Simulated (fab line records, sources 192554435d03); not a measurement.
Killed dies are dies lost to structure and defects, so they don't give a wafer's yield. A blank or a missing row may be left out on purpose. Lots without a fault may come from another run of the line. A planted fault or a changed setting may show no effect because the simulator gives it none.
Which tool did it? | flow n5_finfet | 21 lots, 63 wafers sampled, at 6 steps of a route of 1938

WHAT THE GAUGES READ, wafer by wafer
The record holds no reading of a measuring or inspecting step that can be judged against a usual standard deviation.

WHICH TOOL RAN EACH LOT (tool, then ch and the chambers of the sampled wafers, then the start)
lot  | N5_BEOL_M7_HM_OPEN_17             | N5_BEOL_M7_ETCH_65                 | N5_BEOL_M7_ETCH_66                 | N5_BEOL_M7_STRIP_80                           | N5_BEOL_M8_CURE_74            | N5_BEOL_M8_HM_OPEN_17
L074 | rie_metal-02 ch 0,1, day 9 01:11  | rie_diel-04 ch 0,1,2, day 9 02:01  | rie_diel-04 ch 0,1,2, day 9 02:03  | rie_diel-04 ch 0,1,2, day 9 05:43 or earlier  | uv_cure-02 ch 1, day 9 05:43  | rie_metal-02 ch 0,1, day 9 08:36
L076 | rie_metal-02 ch 1, day 9 04:17    | rie_diel-05 ch 0,1,3, day 9 06:53  | rie_diel-05 ch 0,1,3, day 9 06:55  | rie_diel-05 ch 0,1,3, day 9 10:03 or earlier  | uv_cure-02 ch 2, day 9 10:03  | rie_metal-01 ch 0,1, day 9 12:00
L075 | rie_metal-03 ch 1, day 9 12:58    | rie_diel-06 ch 1,2,3, day 9 14:19  | rie_diel-06 ch 1,2,3, day 9 14:20  | rie_diel-06 ch 1,2,3, day 9 17:29 or earlier  | uv_cure-03 ch 2, day 9 17:29  | rie_metal-03 ch 0,1, day 9 19:22
L077 | rie_metal-01 ch 1, day 9 15:43    | rie_diel-05 ch 1,2, day 9 17:41    | rie_diel-05 ch 1,2, day 9 17:43    | rie_diel-05 ch 1,2, day 9 21:07 or earlier    | uv_cure-03 ch 0, day 9 21:07  | rie_metal-01 ch 1, day 10 01:08
L078 | rie_metal-01 ch 1, day 9 19:22    | rie_diel-06 ch 0,1,3, day 10 00:22 | rie_diel-06 ch 0,1,3, day 10 00:23 | rie_diel-06 ch 0,1,3, day 10 07:03 or earlier | uv_cure-01 ch 0, day 10 07:03 | rie_metal-03 ch 0,1, day 10 09:47
L079 | rie_metal-01 ch 1, day 10 08:26   | rie_diel-05 ch 1,2,3, day 10 09:13 | rie_diel-05 ch 1,2,3, day 10 09:15 | rie_diel-05 ch 1,2,3, day 10 15:26 or earlier | uv_cure-02 ch 2, day 10 15:26 | rie_metal-02 ch 0, day 10 16:58
L081 | rie_metal-01 ch 0,1, day 10 16:20 | rie_diel-05 ch 0,1,3, day 10 17:46 | rie_diel-05 ch 0,1,3, day 10 17:48 | rie_diel-05 ch 0,1,3, day 10 22:37 or earlier | uv_cure-03 ch 2, day 10 22:37 | rie_metal-03 ch 0,1, day 11 00:47
L080 | rie_metal-03 ch 0,1, day 10 16:28 | rie_diel-06 ch 0,2,3, day 10 17:49 | rie_diel-06 ch 0,2,3, day 10 17:50 | rie_diel-06 ch 0,2,3, day 11 00:19 or earlier | uv_cure-02 ch 1, day 11 00:19 | rie_metal-03 ch 0,1, day 11 02:28
L082 | rie_metal-01 ch 0,1, day 11 00:46 | rie_diel-06 ch 0,2,3, day 11 01:29 | rie_diel-06 ch 0,2,3, day 11 01:31 | rie_diel-06 ch 0,2,3, day 11 05:35 or earlier | uv_cure-01 ch 0, day 11 05:35 | rie_metal-03 ch 0,1, day 11 09:18
L083 | rie_metal-03 ch 0,1, day 11 06:31 | rie_diel-05 ch 1,3, day 11 07:35   | rie_diel-05 ch 1,3, day 11 07:36   | rie_diel-05 ch 1,3, day 11 11:25 or earlier   | uv_cure-03 ch 1, day 11 11:25 | rie_metal-02 ch 0, day 11 13:23
L084 | rie_metal-03 ch 0,1, day 11 12:08 | rie_diel-05 ch 0,2,3, day 11 15:40 | rie_diel-05 ch 0,2,3, day 11 15:42 | rie_diel-05 ch 0,2,3, day 11 18:29 or earlier | uv_cure-02 ch 2, day 11 18:29 | rie_metal-02 ch 1, day 11 22:10
L085 | rie_metal-02 ch 0,1, day 11 12:50 | rie_diel-06 ch 1,2,3, day 11 15:43 | rie_diel-06 ch 1,2,3, day 11 15:44 | rie_diel-06 ch 1,2,3, day 11 20:03 or earlier | uv_cure-03 ch 2, day 11 20:03 | rie_metal-02 ch 1, day 11 22:34
L087 | rie_metal-01 ch 0,1, day 12 02:44 | rie_diel-05 ch 0,1,2, day 12 04:01 | rie_diel-05 ch 0,1,2, day 12 04:02 | rie_diel-05 ch 0,1,2, day 12 07:59 or earlier | uv_cure-03 ch 1, day 12 07:59 | rie_metal-01 ch 0,1, day 12 10:50
L088 | rie_metal-03 ch 0,1, day 12 06:46 | rie_diel-04 ch 0,1,2, day 12 08:46 | rie_diel-04 ch 0,1,2, day 12 08:48 | rie_diel-04 ch 0,1,2, day 12 12:16 or earlier | uv_cure-03 ch 0, day 12 12:16 | rie_metal-02 ch 0, day 12 17:43
L090 | rie_metal-03 ch 0,1, day 12 18:23 | rie_diel-06 ch 1,2,3, day 12 22:27 | rie_diel-06 ch 1,2,3, day 12 22:29 | rie_diel-06 ch 1,2,3, day 13 02:02 or earlier | uv_cure-03 ch 0, day 13 02:02 | rie_metal-02 ch 0,1, day 13 03:58
L089 | rie_metal-01 ch 0,1, day 13 04:13 | rie_diel-05 ch 0,1,2, day 13 05:35 | rie_diel-05 ch 0,1,2, day 13 05:37 | rie_diel-05 ch 0,1,2, day 13 08:43 or earlier | uv_cure-02 ch 1, day 13 08:43 | rie_metal-01 ch 0,1, day 13 11:29
L092 | rie_metal-02 ch 0,1, day 13 15:03 | rie_diel-06 ch 0,1,2, day 13 16:04 | rie_diel-06 ch 0,1,2, day 13 16:06 | rie_diel-06 ch 0,1,2, day 13 19:34 or earlier | uv_cure-01 ch 0, day 13 19:34 | rie_metal-03 ch 0,1, day 13 22:52
L095 | rie_metal-03 ch 0,1, day 14 05:36 | rie_diel-06 ch 1,2, day 14 08:17   | rie_diel-06 ch 1,2, day 14 08:19   | rie_diel-06 ch 1,2, day 14 12:06 or earlier   | uv_cure-02 ch 1, day 14 12:06 | rie_metal-03 ch 0,1, day 14 14:27
L091 | rie_metal-01 ch 0,1, day 14 09:14 | rie_diel-06 ch 1,2, day 14 10:05   | rie_diel-06 ch 1,2, day 14 10:07   | rie_diel-06 ch 1,2, day 14 14:32 or earlier   | uv_cure-01 ch 0, day 14 14:32 | rie_metal-03 ch 0,1, day 14 16:20
L094 | rie_metal-02 ch 1, day 14 14:50   | rie_diel-06 ch 1,2,3, day 14 16:34 | rie_diel-06 ch 1,2,3, day 14 16:36 | rie_diel-06 ch 1,2,3, day 14 19:44 or earlier | uv_cure-01 ch 0, day 14 19:44 | rie_metal-02 ch 0,1, day 14 21:26
L096 | rie_metal-01 ch 0,1, day 14 21:25 | rie_diel-05 ch 2,3, day 15 01:01   | rie_diel-05 ch 2,3, day 15 01:03   | rie_diel-05 ch 2,3, day 15 04:42 or earlier   | uv_cure-02 ch 2, day 15 04:42 | rie_metal-03 ch 0,1, day 15 06:43
- N5_BEOL_M7_HM_OPEN_17: chemistry Cl2/BCl3, target TiN, target depth 20 nm, overetch 6 nm.
- N5_BEOL_M7_ETCH_65: etches SiARC in CF4, target depth 15.6 nm, time 26 s.
- N5_BEOL_M7_ETCH_66: etches SOC in N2/H2, target depth 80 nm, overetch 16 nm, time 120 s.
- N5_BEOL_M7_STRIP_80: strips in N2/H2, time 10 s.
- N5_BEOL_M8_CURE_74: cures SiCOH lowk, time 240 s.
- N5_BEOL_M8_HM_OPEN_17: chemistry Cl2/BCl3, target TiN, target depth 20 nm, overetch 6 nm.

WHAT THE TOOLS THEMSELVES READ (means of the sampled wafers that have a number; where no wafer has one, the mark that the record gives instead)
N5_BEOL_M7_HM_OPEN_17. Usual: drypump_motor_current_A 5.8 A, standard deviation 0.31; mfc_ar_sccm 25.01 sccm, standard deviation 0.074; oes_product_au 0.73 a.u., standard deviation 0.09; throttle_valve_pct 22.01 %, standard deviation 0.19.
lot  | tool         | drypump_motor_current_A (A) | mfc_ar_sccm (sccm) | oes_product_au (a.u.) | throttle_valve_pct (%) | flag
L074 | rie_metal-02 | 5.6                         | 25.00              | 0.78                  | 21.93                  |
L076 | rie_metal-02 | 6.3                         | 24.98              | 0.78                  | 22.00                  |
L075 | rie_metal-03 | 5.7                         | 24.99              | 0.84                  | 22.07                  |
L077 | rie_metal-01 | 5.8                         | 25.05              | 0.73                  | 22.09                  |
L078 | rie_metal-01 | 5.7                         | 24.93              | 0.73                  | 22.07                  |
L079 | rie_metal-01 | 5.7                         | 24.97              | 0.73                  | 22.07                  |
L081 | rie_metal-01 | 6.0                         | 25.08              | 0.83                  | 21.78                  |
L080 | rie_metal-03 | 5.6                         | 25.06              | 0.64                  | 22.23                  |
L082 | rie_metal-01 | 5.8                         | 24.98              | 0.77                  | 21.94                  |
L083 | rie_metal-03 | 5.7                         | 24.97              | 0.73                  | 22.15                  |
L084 | rie_metal-03 | 5.7                         | 24.99              | 0.72                  | 22.14                  |
L085 | rie_metal-02 | 5.6                         | 25.00              | 0.76                  | 21.92                  |
L087 | rie_metal-01 | 5.8                         | 25.01              | 0.74                  | 21.97                  |
L088 | rie_metal-03 | 5.7                         | 24.96              | 0.71                  | 22.15                  |
L090 | rie_metal-03 | 5.7                         | 25.01              | 0.72                  | 22.15                  |
L089 | rie_metal-01 | 5.9                         | 25.08              | 0.76                  | 21.82                  |
L092 | rie_metal-02 | 5.9                         | 24.97              | 0.74                  | 21.98                  |
L095 | rie_metal-03 | 5.7                         | 25.07              | 0.71                  | 22.16                  |
L091 | rie_metal-01 | 5.8                         | 24.94              | 0.73                  | 21.97                  |
L094 | rie_metal-02 | 6.3                         | 24.98              | 0.71                  | 22.04                  |
L096 | rie_metal-01 | 5.9                         | 25.07              | 0.76                  | 21.80                  |

N5_BEOL_M7_ETCH_65. Usual: drypump_motor_current_A 5.5 A, standard deviation 0.46; etch_rf_on_time_s 26.5 s, standard deviation 0.73; mfc_ar_sccm 100.0 sccm, standard deviation 0.31; oes_product_au 0.68 a.u., standard deviation 0.068; rf_vpp_V 184.0 V, standard deviation 1.3; showerhead_plenum_p_Torr 2.13 Torr, standard deviation 0.064; throttle_valve_pct 15.63 %, standard deviation 0.25.
lot  | tool        | drypump_motor_current_A (A) | etch_rf_on_time_s (s) | mfc_ar_sccm (sccm) | oes_product_au (a.u.) | rf_vpp_V (V) | showerhead_plenum_p_Torr (Torr) | throttle_valve_pct (%) | flag
L074 | rie_diel-04 | 5.4                         | 26.7                  | 99.9               | 0.70                  | 184.3        | 2.12                            | 15.68                  |
L076 | rie_diel-05 | 5.6                         | 26.0                  | 100.2              | 0.65                  | 184.7        | 2.14                            | 15.70                  |
L075 | rie_diel-06 | 5.6                         | 26.9                  | 99.9               | 0.70                  | 182.9        | 2.14                            | 15.53                  |
L077 | rie_diel-05 | 5.8                         | 25.1                  | 100.0              | 0.71                  | 184.2        | 2.14                            | 15.51                  |
L078 | rie_diel-06 | 5.4                         | 27.0                  | 100.1              | 0.67                  | 184.0        | 2.15                            | 15.55                  |
L079 | rie_diel-05 | 5.8                         | 25.9                  | 100.4              | 0.66                  | 184.5        | 2.17                            | 15.60                  |
L081 | rie_diel-05 | 5.5                         | 26.4                  | 100.5              | 0.63                  | 185.0        | 2.14                            | 15.73                  |
L080 | rie_diel-06 | 5.1                         | 27.1                  | 100.1              | 0.64                  | 183.6        | 2.09                            | 15.72                  |
L082 | rie_diel-06 | 5.1                         | 26.8                  | 100.2              | 0.65                  | 182.9        | 2.09                            | 15.73                  |
L083 | rie_diel-05 | 5.7                         | 26.5                  | 100.2              | 0.60                  | 185.1        | 2.19                            | 15.75                  |
L084 | rie_diel-05 | 5.6                         | 26.2                  | 99.8               | 0.64                  | 184.4        | 2.14                            | 15.69                  |
L085 | rie_diel-06 | 5.6                         | 26.9                  | 99.8               | 0.68                  | 184.2        | 2.14                            | 15.57                  |
L087 | rie_diel-05 | 5.6                         | 25.7                  | 99.9               | 0.67                  | 183.1        | 2.11                            | 15.62                  |
L088 | rie_diel-04 | 5.4                         | 26.8                  | 99.9               | 0.68                  | 184.3        | 2.12                            | 15.73                  |
L090 | rie_diel-06 | 5.6                         | 27.0                  | 100.1              | 0.67                  | 184.6        | 2.13                            | 15.59                  |
L089 | rie_diel-05 | 5.6                         | 26.0                  | 99.9               | 0.67                  | 183.2        | 2.11                            | 15.63                  |
L092 | rie_diel-06 | 5.6                         | 27.4                  | 99.8               | 0.70                  | 184.4        | 2.14                            | 15.70                  |
L095 | rie_diel-06 | 5.9                         | 27.4                  | 99.9               | 0.63                  | 182.8        | 2.13                            | 15.88                  |
L091 | rie_diel-06 | 6.1                         | 27.1                  | 100.0              | 0.66                  | 185.8        | 2.19                            | 15.69                  |
L094 | rie_diel-06 | 5.6                         | 26.4                  | 99.8               | 0.67                  | 184.3        | 2.13                            | 15.61                  |
L096 | rie_diel-05 | 5.8                         | 25.5                  | 99.9               | 0.73                  | 184.6        | 2.15                            | 15.44                  |

N5_BEOL_M7_ETCH_66. Usual: drypump_motor_current_A 5.5 A, standard deviation 0.46; oes_product_au 0.61 a.u., standard deviation 0.058; rf_vpp_V 523.7 V, standard deviation 2.4; showerhead_plenum_p_Torr 2.54 Torr, standard deviation 0.076; throttle_valve_pct 17.87 %, standard deviation 0.28.
lot  | tool        | drypump_motor_current_A (A) | oes_product_au (a.u.) | rf_vpp_V (V) | showerhead_plenum_p_Torr (Torr) | throttle_valve_pct (%) | flag
L074 | rie_diel-04 | 5.4                         | 0.64                  | 523.9        | 2.53                            | 17.95                  |
L076 | rie_diel-05 | 5.5                         | 0.58                  | 523.8        | 2.55                            | 17.89                  |
L075 | rie_diel-06 | 5.5                         | 0.64                  | 525.2        | 2.55                            | 17.76                  |
L077 | rie_diel-05 | 5.8                         | 0.62                  | 525.1        | 2.56                            | 17.68                  |
L078 | rie_diel-06 | 5.4                         | 0.62                  | 524.2        | 2.57                            | 17.87                  |
L079 | rie_diel-05 | 5.8                         | 0.59                  | 525.4        | 2.58                            | 17.75                  |
L081 | rie_diel-05 | 5.5                         | 0.57                  | 523.8        | 2.54                            | 17.91                  |
L080 | rie_diel-06 | 5.1                         | 0.59                  | 522.2        | 2.49                            | 18.07                  |
L082 | rie_diel-06 | 5.1                         | 0.59                  | 521.3        | 2.49                            | 18.07                  |
L083 | rie_diel-05 | 5.7                         | 0.55                  | 526.2        | 2.59                            | 17.84                  |
L084 | rie_diel-05 | 5.5                         | 0.57                  | 523.5        | 2.54                            | 17.92                  |
L085 | rie_diel-06 | 5.6                         | 0.62                  | 523.3        | 2.54                            | 17.80                  |
L087 | rie_diel-05 | 5.6                         | 0.60                  | 522.8        | 2.52                            | 17.85                  |
L088 | rie_diel-04 | 5.4                         | 0.61                  | 523.2        | 2.52                            | 17.99                  |
L090 | rie_diel-06 | 5.6                         | 0.61                  | 523.6        | 2.54                            | 17.81                  |
L089 | rie_diel-05 | 5.6                         | 0.60                  | 524.0        | 2.52                            | 17.86                  |
L092 | rie_diel-06 | 5.7                         | 0.64                  | 524.0        | 2.54                            | 17.96                  |
L095 | rie_diel-06 | 5.8                         | 0.59                  | 523.1        | 2.51                            | 17.99                  |
L091 | rie_diel-06 | 6.1                         | 0.61                  | 525.1        | 2.59                            | 17.80                  |
L094 | rie_diel-06 | 5.6                         | 0.61                  | 523.1        | 2.53                            | 17.83                  |
L096 | rie_diel-05 | 5.7                         | 0.65                  | 524.3        | 2.57                            | 17.63                  |

N5_BEOL_M7_STRIP_80. Usual: drypump_motor_current_A 5.5 A, standard deviation 0.46; oes_product_au 0.80 a.u., standard deviation 0.081; rf_vpp_V 59.1 V, standard deviation 0.78; showerhead_plenum_p_Torr 2.53 Torr, standard deviation 0.076; throttle_valve_pct 23.7 %, standard deviation 0.4.
lot  | tool        | drypump_motor_current_A (A) | oes_product_au (a.u.) | rf_vpp_V (V) | showerhead_plenum_p_Torr (Torr) | throttle_valve_pct (%) | flag
L074 | rie_diel-04 | 5.4                         | 0.84                  | 58.1         | 2.53                            | 23.8                   |
L076 | rie_diel-05 | 5.5                         | 0.75                  | 59.2         | 2.54                            | 23.7                   |
L075 | rie_diel-06 | 5.6                         | 0.83                  | 59.6         | 2.54                            | 23.6                   |
L077 | rie_diel-05 | 5.8                         | 0.81                  | 59.9         | 2.56                            | 23.4                   |
L078 | rie_diel-06 | 5.4                         | 0.80                  | 59.1         | 2.57                            | 23.7                   |
L079 | rie_diel-05 | 5.7                         | 0.77                  | 59.2         | 2.57                            | 23.4                   |
L081 | rie_diel-05 | 5.5                         | 0.75                  | 58.8         | 2.54                            | 23.7                   |
L080 | rie_diel-06 | 5.1                         | 0.77                  | 58.6         | 2.48                            | 24.0                   |
L082 | rie_diel-06 | 5.1                         | 0.77                  | 58.5         | 2.48                            | 24.0                   |
L083 | rie_diel-05 | 5.7                         | 0.70                  | 58.8         | 2.59                            | 23.5                   |
L084 | rie_diel-05 | 5.6                         | 0.74                  | 59.0         | 2.54                            | 23.7                   |
L085 | rie_diel-06 | 5.6                         | 0.82                  | 58.9         | 2.54                            | 23.6                   |
L087 | rie_diel-05 | 5.6                         | 0.78                  | 60.1         | 2.51                            | 23.7                   |
L088 | rie_diel-04 | 5.4                         | 0.80                  | 59.0         | 2.52                            | 23.8                   |
L090 | rie_diel-06 | 5.6                         | 0.80                  | 59.9         | 2.53                            | 23.6                   |
L089 | rie_diel-05 | 5.6                         | 0.78                  | 58.8         | 2.51                            | 23.6                   |
L092 | rie_diel-06 | 5.6                         | 0.85                  | 59.4         | 2.54                            | 23.8                   |
L095 | rie_diel-06 | 5.9                         | 0.76                  | 58.7         | 2.51                            | 23.8                   |
L091 | rie_diel-06 | 6.1                         | 0.79                  | 58.6         | 2.59                            | 23.6                   |
L094 | rie_diel-06 | 5.6                         | 0.79                  | 59.3         | 2.53                            | 23.7                   |
L096 | rie_diel-05 | 5.8                         | 0.85                  | 59.5         | 2.57                            | 23.4                   |

N5_BEOL_M8_CURE_74. Usual: lamp_power_pct 52.32 %, standard deviation 0.054; wafer_temp_C_max 386.5, standard deviation 0.48.
lot  | tool       | lamp_power_pct (%) | wafer_temp_C_max | flag
L074 | uv_cure-02 | 52.33              | 386.9            |
L076 | uv_cure-02 | 52.35              | 386.8            |
L075 | uv_cure-03 | 52.31              | 386.5            |
L077 | uv_cure-03 | 52.35              | 385.8            |
L078 | uv_cure-01 | 52.35              | 386.0            |
L079 | uv_cure-02 | 52.34              | 386.9            |
L081 | uv_cure-03 | 52.29              | 386.5            |
L080 | uv_cure-02 | 52.35              | 387.1            |
L082 | uv_cure-01 | 52.30              | 386.3            |
L083 | uv_cure-03 | 52.33              | 387.5            |
L084 | uv_cure-02 | 52.27              | 387.0            |
L085 | uv_cure-03 | 52.34              | 386.9            |
L087 | uv_cure-03 | 52.33              | 387.0            |
L088 | uv_cure-03 | 52.33              | 385.9            |
L090 | uv_cure-03 | 52.31              | 385.7            |
L089 | uv_cure-02 | 52.35              | 386.3            |
L092 | uv_cure-01 | 52.34              | 385.9            |
L095 | uv_cure-02 | 52.34              | 386.7            |
L091 | uv_cure-01 | 52.29              | 386.1            |
L094 | uv_cure-01 | 52.30              | 386.4            |
L096 | uv_cure-02 | 52.28              | 387.0            |

N5_BEOL_M8_HM_OPEN_17. Usual: drypump_motor_current_A 5.8 A, standard deviation 0.35; mfc_ar_sccm 25.01 sccm, standard deviation 0.075; oes_product_au 0.72 a.u., standard deviation 0.092; throttle_valve_pct 22.05 %, standard deviation 0.17.
lot  | tool         | drypump_motor_current_A (A) | mfc_ar_sccm (sccm) | oes_product_au (a.u.) | throttle_valve_pct (%) | flag
L074 | rie_metal-02 | 5.6                         | 24.98              | 0.79                  | 21.93                  |
L076 | rie_metal-01 | 6.0                         | 24.94              | 0.60                  | 21.87                  |
L075 | rie_metal-03 | 5.6                         | 25.11              | 0.66                  | 22.21                  |
L077 | rie_metal-01 | 5.7                         | 25.00              | 0.73                  | 22.08                  |
L078 | rie_metal-03 | 5.7                         | 25.12              | 0.66                  | 22.22                  |
L079 | rie_metal-02 | 5.2                         | 24.94              | 0.77                  | 21.90                  |
L081 | rie_metal-03 | 5.7                         | 25.02              | 0.65                  | 22.22                  |
L080 | rie_metal-03 | 5.7                         | 24.99              | 0.65                  | 22.20                  |
L082 | rie_metal-03 | 5.7                         | 25.14              | 0.73                  | 22.13                  |
L083 | rie_metal-02 | 5.2                         | 25.06              | 0.76                  | 21.90                  |
L084 | rie_metal-02 | 6.3                         | 25.01              | 0.74                  | 22.03                  |
L085 | rie_metal-02 | 6.3                         | 25.05              | 0.74                  | 22.03                  |
L087 | rie_metal-01 | 5.8                         | 24.98              | 0.74                  | 21.96                  |
L088 | rie_metal-02 | 5.2                         | 25.00              | 0.75                  | 21.92                  |
L090 | rie_metal-02 | 5.9                         | 25.06              | 0.75                  | 21.97                  |
L089 | rie_metal-01 | 5.9                         | 25.03              | 0.77                  | 21.80                  |
L092 | rie_metal-03 | 5.7                         | 24.99              | 0.64                  | 22.24                  |
L095 | rie_metal-03 | 5.7                         | 24.92              | 0.69                  | 22.17                  |
L091 | rie_metal-03 | 5.7                         | 25.06              | 0.70                  | 22.16                  |
L094 | rie_metal-02 | 5.6                         | 25.01              | 0.73                  | 21.96                  |
L096 | rie_metal-03 | 5.6                         | 24.96              | 0.62                  | 22.24                  |

THE ANSWER, worked out from the rows above alone
Rule: a lot is off if the mean of its wafers that have a number lies more than 3 standard deviations from the usual mean. A lot without any number at a reading at which 4 lots or more have one is off too. The other lots that the step has rows for count as sound. The gauges are gone through in route order, then the tools' own readings, and for those a lot's mean is taken as printed above. The first step at which some lot is off is used, and at that step the reading that is off furthest; a lot without a number counts as furthest.
No lot is off at any reading shown: from this, nothing can be told.

WHAT THE SIMULATOR HAD PUT IN
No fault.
